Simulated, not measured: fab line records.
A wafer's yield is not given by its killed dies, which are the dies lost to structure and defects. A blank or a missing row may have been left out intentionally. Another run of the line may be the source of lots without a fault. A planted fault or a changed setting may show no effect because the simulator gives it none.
A struck lot beside a sound one	flow n5 finfet	24 steps out of a route of 1938
Sound: the wafers L377.2, L377.3, L377.4. Wafers L386.2, L386.4, L386.6 were the ones struck. The cause comes at the end.
Each step with rows lists, per side, the tool, then ch with its chambers, then its first start. Under that, the readings that differ: sound wafers	struck wafers	difference of the means	sigmas: that difference in standard deviations of wafers without a fault.
alike: readings with means less than 2 such deviations apart, plus words and numbers identical on both sides. not compared: withheld readings, readings lacking a value on some wafer, bounds such as >300 that could conceal the same value, and numbers that have no deviation in the record and whose values overlap.
A row with sigmas, a row that says differs or no value, or rows on one side alone: a step with any of these is where the two part. Numbers that have no deviation but don't overlap get no sigmas and don't part them. Lack of a reading on every wafer of one side parts them only where that side has two or more wafers.

first, 8 steps without rows for these wafers: N5_BEOL_M6_ANNEAL_51 (time 90 s); N5_BEOL_M6_CMP_52 (polishes, stops on SiCOH lowk, t overpolish 6.9 s, target thk 80 nm); N5_BEOL_M6_PRE_CLEAN_55 (time 15 s); N5_BEOL_M6_DEP_56 (deposits SiCN from 3MS/NH3, target thk 10 nm, time 17.5 s); N5_BEOL_M7_ILD_DEP_00 (deposits SiCOH lowk from DEMS/porogen, target thk 179.75 nm, time 33.4 s); N5_BEOL_M7_CURE_74 (cures SiCOH lowk, time 240 s); N5_BEOL_M7_PECVD_70 (deposits SiO2 from TEOS/O2, target thk 20 nm, time 22.7 s); N5_BEOL_M7_HM_DEP_02 (deposits TiN, target thk 20 nm).
N5_BEOL_M7_COAT_59: time 60 s, resist thk 100 nm.
  sound on litho track-05 ch 0, day 11 17:44; struck on litho track-05 ch 0, day 13 22:13
reading	sound	struck	difference	sigmas
spin speed rpm (rpm)	1498.2 1498.1 1500.1	1394.5 1396.2 1396.0	-103.2	-99 or more
model.SOC_of_BEOL_M7_COAT_59.thk nm (nm)	100.2 100.2 100.2	103.8 104 104	+3.7	
then, 9 steps without rows for these wafers: N5_BEOL_M7_COAT_60 (time 60 s, resist thk 35 nm); N5_BEOL_M7_COAT_05 (resist thk 90 nm); N5_BEOL_M7_EBR_07; N5_BEOL_M7_SOFTBAKE_06 (time 60 s); N5_BEOL_M7_EXPOSE_08 (exposes mask M7); N5_BEOL_M7_PEB_09 (peb time 60 s); N5_BEOL_M7_DEVELOP_10 (develop time 30 s); N5_BEOL_M7_DESCUM_16 (chemistry O2, time 7.9 s); N5_BEOL_M7_ETCH_61 (etches SiARC in CF4, target depth 45.5 nm, time 75.8 s).
N5_BEOL_M7_ETCH_62: etches SOC in N2/H2, target depth 110 nm, overetch 22 nm, time 165 s.
  sound on rie diel-06 ch 0,1,2, day 11 18:17; struck on rie diel-05 ch 0,1,3, day 13 22:38
reading	sound	struck	difference	sigmas
model.etch.depth nm (nm)	100.2 100.3 100.2	103.7 104.1 103.9	+3.7	
  alike: drypump motor current A, oes product au, rf vpp V, showerhead plenum p Torr, temp c, throttle valve pct
  not compared: rf hours counter h
then, 2 steps without rows for these wafers: N5_BEOL_M7_STRIP_68 (strips in N2/H2); N5_BEOL_M7_STRIP_67 (strips in CF4).
N5_BEOL_M7_HM_OPEN_17: chemistry Cl2/BCl3, target TiN, target depth 20 nm, overetch 6 nm.
  sound on rie metal-02 ch 0,1, day 11 18:28; struck on rie metal-03 ch 0,1, day 13 22:50
reading	sound	struck	difference	sigmas
model.SOC_of_BEOL_M7_COAT_59.thk nm (nm)	92.4 92.4 92.4	95.8 96.2 96	+3.6	
  alike: drypump motor current A, mfc ar sccm, oes product au, throttle valve pct
  not compared: rf hours counter h
then, 1 step without rows for these wafers: N5_BEOL_M7_STRIP_19 (strips in O2).
-- a jump in the record: the struck wafers' starts before and after are 4 days apart (it breaks off in module BEOL_M7 and resumes in module PASSIVATION, where the first step shown is number 1936 of the route) --
N5_PASSIVATION_PROBE_49:
  struck on prober-01, day 17 14:23; sound on prober-01, day 15 04:23
  alike: defect limited yield, killed_at_M0_to_M3, killed_at_M4_up, killed at contacts, killed at front end, killed at other, killed dies, killed open, killed short, sort_bin_5_function, sort_bin_6_memory, sort n pass, sort yield pct

WHERE THEY PART
Only at N5_BEOL_M7_COAT_59, as far as this record shows. Later steps at which nothing parts them and some readings are alike: N5_BEOL_M7_ETCH_62, N5_BEOL_M7_HM_OPEN_17, N5_PASSIVATION_PROBE_49.

WHY: what had been put in by the simulator
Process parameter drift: litho track-05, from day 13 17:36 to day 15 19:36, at N5_BEOL_M7_COAT_59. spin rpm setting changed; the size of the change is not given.
